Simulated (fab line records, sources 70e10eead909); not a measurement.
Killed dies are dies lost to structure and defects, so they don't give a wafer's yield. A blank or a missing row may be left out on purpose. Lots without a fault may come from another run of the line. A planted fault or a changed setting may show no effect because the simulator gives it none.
fab line records | flow nand_harc
record lots=13 wafers=39 last_day=24
route steps=1159 shown A_WL_FILL@825 A_CONTACT@842
lots that met no fault: from a run of the same line without faults
start_h: hours from the record's first day to the start of the lot's first wafer shown | wait_h: hours since the lot's step before | " the same as in the row above | L1.1+2: a row that stands for several wafers | - no value, or no start given | * or withheld: withheld | < > ~ a bound
route shown NAME@n: a module of which the file shows steps, and the number in the route of the first | usual: mean/standard deviation of fault-free wafers | same: alike in all rows | chamber/n: place in a boat | sites: the reading at each site | _std_site: their standard deviation | _edge_site: outer sites' mean less inner sites' | radius_mm: how far each site lies from the wafer's centre | mask NAME#n: copy n | behind: the tool/chamber that last shaped the wafer | hold: why the lot was held/for how many hours/how that ended | device: the transistor (n, p or np) that didn't switch | end of line: the same wafers' tests at the end of the route | a step without rows: its recipe alone | killed: dies lost to structure and defects at the first sort, not the wafer's yield | map: a wafer's dies, x killed, . not, _ none there
set.NAME: the setting as run; set.NAME@STEP: as run at that earlier step | model.NAME: the simulator's own value behind a step, which no gauge read
steps of the route over a sample of lots; a table a step, a row a wafer
services: from which hour (start_h, from the record's first day; less than 0 if before it) a tool's chamber was out of use, for how many hours, and why
## steps
# step NHARC_A_WL_FILL_ETCHBACK_17
# recipe target_depth_a=40 time_s=26.7 chemistry=Cl2/BCl3
# usual drypump_motor_current_A=5.4/0.34 oes_product_au=0.999/0.012
# columns lot.wafer tool chamber start_h wait_h drypump_motor_current_A oes_product_au rf_hours_counter_h
L350.2 rie_metal-03 1 350.12 - 5.2 1.011 2.9
L350.1 " 0 " " 5.5 1.023 2.9
L350.6 " 0 " " 5.5 0.999 -
L354.1 rie_metal-02 0 363.47 - 4.8 0.991 5.2
L354.2 " 1 " " 5.7 0.978 4.3
L354.5 " 0 " " 4.8 0.984 -
L353.3 rie_metal-03 0 363.64 - 5.5 1.001 -
L353.4 " 1 " " 5.2 1.012 -
L353.5 " 1 " " 5.2 1.018 -
L352.1 rie_metal-03 0 368.10 - 5.5 0.999 3.3
L352.4 " 0 " " 5.5 1.008 -
L352.5 " 0 " " 5.5 1.011 -
L355.3 rie_metal-01 0 380.03 - 5.3 1.008 -
L355.5 " 1 " " 5.8 1.004 -
L355.6 " 0 " " 5.3 1.009 -
L363.1 rie_metal-02 1 421.72 - 5.7 0.986 0.4
L363.3 " 0 " " 4.9 0.967 -
L363.5 " 1 " " 5.7 0.985 -
L366.2 rie_metal-01 1 443.90 - 5.7 1.002 -
L366.4 " 1 " " 5.7 1.014 -
L366.6 " 1 " " 5.8 1.007 -
L369.1 rie_metal-01 1 450.00 - 5.7 1.005 3.6
L369.2 " 1 " " 5.7 1.002 -
L369.3 " 1 " " 5.7 1.013 -
L368.1 rie_metal-01 1 455.81 - 5.7 1.007 4.2
L368.3 " 1 " " 5.7 1.007 -
L368.5 " 1 " " 5.7 1.003 -
L370.4 rie_metal-01 0 459.23 - 5.3 0.999 -
L370.3 " 1 " " 5.7 1.005 -
L370.6 " 1 " " 5.7 1.015 -
L371.3 rie_metal-01 1 459.37 - 5.8 0.996 -
L371.5 " 0 " " 5.4 1.016 -
L371.6 " 1 " " 5.8 1.004 -
L373.1 rie_metal-02 1 476.52 - 5.7 0.995 2.9
L373.2 " 0 " " 4.8 0.989 2.9
L373.6 " 0 " " 4.8 0.972 -
L372.1 rie_metal-02 1 486.08 - 5.7 0.991 3.0
L372.4 " 1 " " 5.7 0.986 -
L372.6 " 0 " " 4.8 0.973 -
# step NHARC_A_WL_FILL_INSPECT_15
# usual raw_defect_count=427/130
# columns lot.wafer tool chamber start_h wait_h raw_defect_count
L350.1 defect_inspect-02 - 365.37 0.0 303
L350.2 " - " " 420
L350.6 " - " " 377
L353.3 defect_inspect-01 - 377.18 0.0 321
L353.4 " - " " 412
L353.5 " - " " 338
L354.1 defect_inspect-01 - 377.28 0.1 369
L354.2 " - " " 311
L354.5 " - " " 398
L352.1 defect_inspect-01 - 382.67 0.0 228
L352.4 " - " " 336
L352.5 " - " " 368
L355.3 defect_inspect-01 - 394.65 0.0 435
L355.5 " - " " 395
L355.6 " - " " 448
L363.1 defect_inspect-02 - 433.18 0.0 346
L363.3 " - " " 427
L363.5 " - " " 354
L366.2 defect_inspect-01 - 457.79 0.0 303
L366.4 " - " " 364
L366.6 " - " " 632
L369.1 defect_inspect-02 - 463.30 0.0 682
L369.2 " - " " 422
L369.3 " - " " 543
L368.1 defect_inspect-01 - 467.59 0.0 615
L368.3 " - " " 655
L368.5 " - " " 926
L371.3 defect_inspect-02 - 471.02 0.0 251
L371.5 " - " " 362
L371.6 " - " " 463
L370.3 defect_inspect-02 - 471.95 0.0 436
L370.4 " - " " 361
L370.6 " - " " 494
L373.1 defect_inspect-02 - 488.67 0.0 474
L373.2 " - " " 388
L373.6 " - " " 769
L372.1 defect_inspect-01 - 497.89 0.0 311
L372.4 " - " " 370
L372.6 " - " " 444
# step NHARC_A_CONTACT_DEP_28
# recipe target_thk_a=36000 temp_c=400 material=aC
# usual throttle_valve_pct=35.001/0.0088
# columns lot.wafer tool chamber start_h wait_h throttle_valve_pct
L350.1 acl_dep-03 0 367.22 1.2 35.002
L350.2 " 0 " " 35.000
L350.6 " 0 369.03 3.0 35.013
L354.1 acl_dep-02 0 379.07 0.6 34.988
L354.2 " 0 " " 34.997
L354.5 " 0 380.55 2.1 34.993
L353.3 acl_dep-03 0 379.50 1.4 34.996
L353.4 " 0 " " 34.994
L353.5 " 0 " " 34.997
L352.1 acl_dep-02 0 383.35 0.1 34.994
L352.4 " 0 384.46 1.2 34.996
L352.5 " 0 " " 35.007
L355.3 acl_dep-02 0 397.19 1.7 34.995
L355.5 " 0 " " 35.026
L355.6 " 0 " " 34.992
L363.1 acl_dep-02 0 435.61 1.8 34.998
L363.3 " 0 " " 34.996
L363.5 " 0 " " 35.007
L366.2 acl_dep-01 0 458.83 0.4 35.020
L366.4 " 0 " " 34.992
L366.6 " 0 " " 35.001
L369.1 acl_dep-02 0 463.97 0.1 34.999
L369.2 " 0 " " 35.010
L369.3 " 0 " " 34.999
L368.1 acl_dep-03 0 468.25 0.1 34.996
L368.3 " 0 " " 35.003
L368.5 " 0 " " 34.984
L371.3 acl_dep-02 0 474.62 3.0 35.006
L371.5 " 0 " " 34.991
L371.6 " 0 " " 35.008
L370.3 acl_dep-01 0 476.56 4.0 34.995
L370.4 " 0 " " 34.989
L370.6 " 0 " " 34.994
L373.1 acl_dep-02 0 492.91 3.6 34.998
L373.2 " 0 " " 35.007
L373.6 " 0 494.72 5.4 35.004
L372.1 acl_dep-03 0 498.82 0.3 34.994
L372.4 " 0 499.91 1.4 35.015
L372.6 " 0 " " 35.008
# step NHARC_A_CONTACT_DEP_29
# recipe target_thk_a=700 target_thk_nm=70 temp_c=400 pressure_torr=3.5 flow_sccm=200 rf_w=350 material=SiON
# usual heater_power_outer_w=462/51 heater_power_w=751/74 rf_fwd_power_W=348.6/1.2
# columns lot.wafer tool chamber start_h wait_h heater_power_outer_w heater_power_w rf_fwd_power_W since_wet_clean_h
L350.2 pecvd-01 0 369.42 1.5 393 643 349.0 119
L350.1 " 1 " " 421 688 349.2 119
L350.6 " 0 " " 384 680 349.9 -
L353.3 pecvd-03 0 381.14 1.3 427 621 348.5 76
L353.4 " 1 " " 478 731 347.0 -
L353.5 " 2 " " 517 869 349.4 -
L354.2 pecvd-03 0 381.34 1.5 466 659 347.1 76
L354.1 " 2 " " 515 826 349.4 76
L354.5 " 2 " " 506 840 346.5 -
L352.1 pecvd-01 1 386.20 2.5 517 813 350.8 136
L352.5 " 2 " " 394 708 347.4 -
L352.4 " 0 " " 384 681 349.6 -
L355.3 pecvd-03 2 398.70 1.1 427 761 346.7 93
L355.6 " 2 " " 425 776 347.3 -
L355.5 " 0 " " 469 665 292.4 -
L363.3 pecvd-04 2 437.97 1.3 541 837 347.4 48
L363.1 " 0 " " 543 862 349.4 48
L363.5 " 0 " " 531 866 349.6 -
L366.2 pecvd-04 1 460.68 1.5 439 768 350.0 71
L366.4 " 2 " " 486 786 349.1 -
L366.6 " 0 " " 511 818 348.5 -
L369.1 pecvd-04 0 466.23 1.9 551 876 349.9 77
L369.2 " 1 " " 470 793 347.7 77
L369.3 " 2 " " 499 783 350.1 77
L368.3 pecvd-01 0 470.55 1.2 381 675 348.4 39
L368.1 " 1 " " 471 742 350.1 39
L368.5 " 1 " " 466 761 349.5 -
L371.3 pecvd-01 1 476.11 1.1 466 758 349.3 45
L371.6 " 1 " " 460 761 347.1 -
L371.5 " 2 " " 359 618 347.5 -
L370.3 pecvd-04 2 478.22 1.3 518 780 346.4 89
L370.6 " 1 " " 463 799 350.2 -
L370.4 " 2 " " 506 779 348.6 -
L373.2 pecvd-03 2 495.10 1.5 417 713 349.9 8
L373.1 " 0 " " 465 672 347.0 9
L373.6 " 0 " " 468 686 348.5 -
L372.1 pecvd-04 0 501.20 2.0 549 861 346.9 112
L372.6 " 1 " " 474 836 349.3 -
L372.4 " 2 " " 462 742 350.9 -
## services
# columns tool chamber start_h hours kind
rie_metal-01 - 332.00 9.0 pm
rie_metal-01 0 332.00 9.0 vent_cycle
rie_metal-01 1 332.00 9.0 vent_cycle
rie_metal-01 0 341.00 - clean
rie_metal-01 1 341.00 - clean
acl_dep-02 - 351.40 13.0 pm
pecvd-04 - 376.56 13.0 pm
pecvd-04 0 376.56 13.0 vent_cycle
pecvd-04 1 376.56 13.0 vent_cycle
pecvd-04 2 376.56 13.0 vent_cycle
pecvd-03 0 383.30 13.1 repair
rie_metal-02 - 388.00 9.0 pm
pecvd-04 0 389.56 - clean
pecvd-04 1 389.56 - clean
pecvd-04 2 389.56 - clean
rie_metal-01 1 393.81 8.0 repair
rie_metal-01 - 403.81 1.5 repair
acl_dep-03 - 406.62 13.0 pm
pecvd-01 - 418.19 13.0 pm
rie_metal-01 0 438.14 19.9 repair
pecvd-03 - 450.68 0.5 repair
rie_metal-03 - 453.00 9.0 pm
pecvd-03 - 473.62 13.0 pm
acl_dep-01 - 478.05 13.0 pm
## key
first_sign step=NHARC_A_CONTACT_DEP_29 reading=rf_fwd_power_W direction=down sigmas=48 usual=* struck=*
effect none on later readings
met_at NHARC_A_CONTACT_DEP_29
struck_lots L355
struck_wafers L355.5
tester_left_out L355
not_acting_at NHARC_A_WL_FILL_ETCHBACK_17,NHARC_A_WL_FILL_INSPECT_15,NHARC_A_CONTACT_DEP_28
onset_between 381.34 398.70
fault kind=process_parameter_drift tool=pecvd-03 chamber=0 onset_h=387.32 steps=NHARC_A_CONTACT_DEP_29 channel=rf_w offset=* shape=step end_h=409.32 acts_in=* stated=*
# tester_left_out: of these lots the tester's yield and bins aren't shown, on N5 and GAA mostly nor the transistor test; their killed dies are dies lost to structure and defects alone, not to doping, threshold or leakage, so they don't give the yield
